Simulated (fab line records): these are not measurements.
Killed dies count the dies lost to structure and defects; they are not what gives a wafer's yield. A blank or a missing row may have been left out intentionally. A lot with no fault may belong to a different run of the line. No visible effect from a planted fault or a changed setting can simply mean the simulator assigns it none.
Tool commonality check | flow n5-finfet | Lots sampled 10, wafers sampled 27

== REASON IT WAS OPENED ==
On 2 of the 10 lots, a flag is raised at N5_SD_EPI_P_EPI_MEAS_23 on the reading thk-nm. Fault-free wafers read 61.0 nm, with a standard deviation of 1.1.
Rule: a lot gets a flag if all its wafers with a number sit over 4 standard deviations from that mean, or if no wafer of it has a number. The other lots count as sound.

lot  | measured    | on            | thk-nm (nm), wafer by wafer | flag
L456 | day 3 10:17 | film-metro-01 | 60.0 61.7                   |
L457 | day 3 14:55 | film-metro-02 | 60.9 60.5 61.7              |
L458 | day 3 19:41 | film-metro-02 | 58.9 62.4                   |
L459 | day 4 05:03 | film-metro-01 | 61.6 59.3 60.9              |
L461 | day 4 15:29 | film-metro-01 | 60.1 59.6 59.3              |
L463 | day 5 05:58 | film-metro-02 | 60.2 60.3                   |
L474 | day 7 21:52 | film-metro-01 | 53.9 56.4 55.7              | FLAGGED
L475 | day 8 05:04 | film-metro-02 | 61.1 62.1 64.6              |
L476 | day 8 08:11 | film-metro-01 | 55.4 54.3 53.9              | FLAGGED
L478 | day 8 22:04 | film-metro-02 | 60.7 60.6 61.6              |
On average the flagged lots' numbers are 54.9 nm, which is -6.1 nm against the usual, or -6 standard deviations.

== EACH LOT AND THE TOOL IT RAN ON ==
Before the reading, the record contains 2 process steps out of a 1938-step route. Read each cell as the tool, then ch plus the chambers that the sampled wafers visited, then the start.
lot  | flag    | N5_SD_EPI_P_ETCH_47               | N5_SD_EPI_P_EPI_21
L456 |         | rie-diel-03 ch 0,3, day 3 07:15   | epi-rpcvd-01 ch 0, day 3 08:26
L457 |         | rie-diel-03 ch 2,3, day 3 11:53   | epi-rpcvd-04 ch 0, day 3 13:26
L458 |         | rie-diel-03 ch 2,3, day 3 16:38   | epi-rpcvd-04 ch 0, day 3 17:49
L459 |         | rie-diel-01 ch 0,3, day 4 02:01   | epi-rpcvd-02 ch 0, day 4 03:13
L461 |         | rie-diel-03 ch 0,1, day 4 12:28   | epi-rpcvd-01 ch 0, day 4 14:01
L463 |         | rie-diel-01 ch 1,3, day 5 02:55   | epi-rpcvd-04 ch 0, day 5 04:50
L474 | FLAGGED | rie-diel-03 ch 1,2, day 7 17:59   | epi-rpcvd-04 ch 0, day 7 19:25
L475 |         | rie-diel-05 ch 1,2, day 8 00:23   | epi-rpcvd-02 ch 0, day 8 02:07
L476 | FLAGGED | rie-diel-05 ch 0,2,3, day 8 05:09 | epi-rpcvd-04 ch 0, day 8 06:21
L478 |         | rie-diel-03 ch 2,3, day 8 19:02   | epi-rpcvd-01 ch 0, day 8 20:14
What these steps do:
- N5_SD_EPI_P_ETCH_47: etches SiOCN in CH3F/O2, target depth 25 nm.
- N5_SD_EPI_P_EPI_21: deposits SiGe:B, time 355 s.
- N5_SD_EPI_P_EPI_MEAS_23

== FLAGGED OVER TOTAL, TOOL BY TOOL (the gauges that took the reading come last) ==
step                    | tool          | lots run | flagged | share of the flagged lots | sound lots run after its first flagged lot
N5_SD_EPI_P_ETCH_47     | rie-diel-01   | 2        | 0       | none                      | -
N5_SD_EPI_P_ETCH_47     | rie-diel-03   | 6        | 1       | some                      | 1 (L478)
N5_SD_EPI_P_ETCH_47     | rie-diel-05   | 2        | 1       | some                      | 0
N5_SD_EPI_P_EPI_21      | epi-rpcvd-01  | 3        | 0       | none                      | -
N5_SD_EPI_P_EPI_21      | epi-rpcvd-02  | 2        | 0       | none                      | -
N5_SD_EPI_P_EPI_21      | epi-rpcvd-04  | 5        | 2       | all                       | 0
N5_SD_EPI_P_EPI_MEAS_23 | film-metro-01 | 5        | 2       | all                       | 0
N5_SD_EPI_P_EPI_MEAS_23 | film-metro-02 | 5        | 0       | none                      | -

== THE TABLE: WHAT IT ALLOWS ==
In 2 table rows, all flagged lots were run: epi-rpcvd-04 (N5_SD_EPI_P_EPI_21), film-metro-01 (N5_SD_EPI_P_EPI_MEAS_23).
- epi-rpcvd-04 at N5_SD_EPI_P_EPI_21 ran 5 lots, 2 of them flagged. Its last sound lot is L463 (day 5 04:50), its first flagged lot L474 (day 7 19:25): a fault that began between those two fits. Its own readings lie more than 4 standard deviations out on every wafer of the flagged lots: chamber-pressure-Torr.
- film-metro-01 at N5_SD_EPI_P_EPI_MEAS_23 ran 5 lots, 2 of them flagged. Its last sound lot is L461 (day 4 15:29), its first flagged lot L474 (day 7 21:52): a fault that began between those two fits.
Because each of these 2 tools fits a fault that began at some hour, counting lots does not separate them. More lots, or a look at what each step does to the wafer, might.

== WHAT THE SIMULATOR HAD INSERTED ==
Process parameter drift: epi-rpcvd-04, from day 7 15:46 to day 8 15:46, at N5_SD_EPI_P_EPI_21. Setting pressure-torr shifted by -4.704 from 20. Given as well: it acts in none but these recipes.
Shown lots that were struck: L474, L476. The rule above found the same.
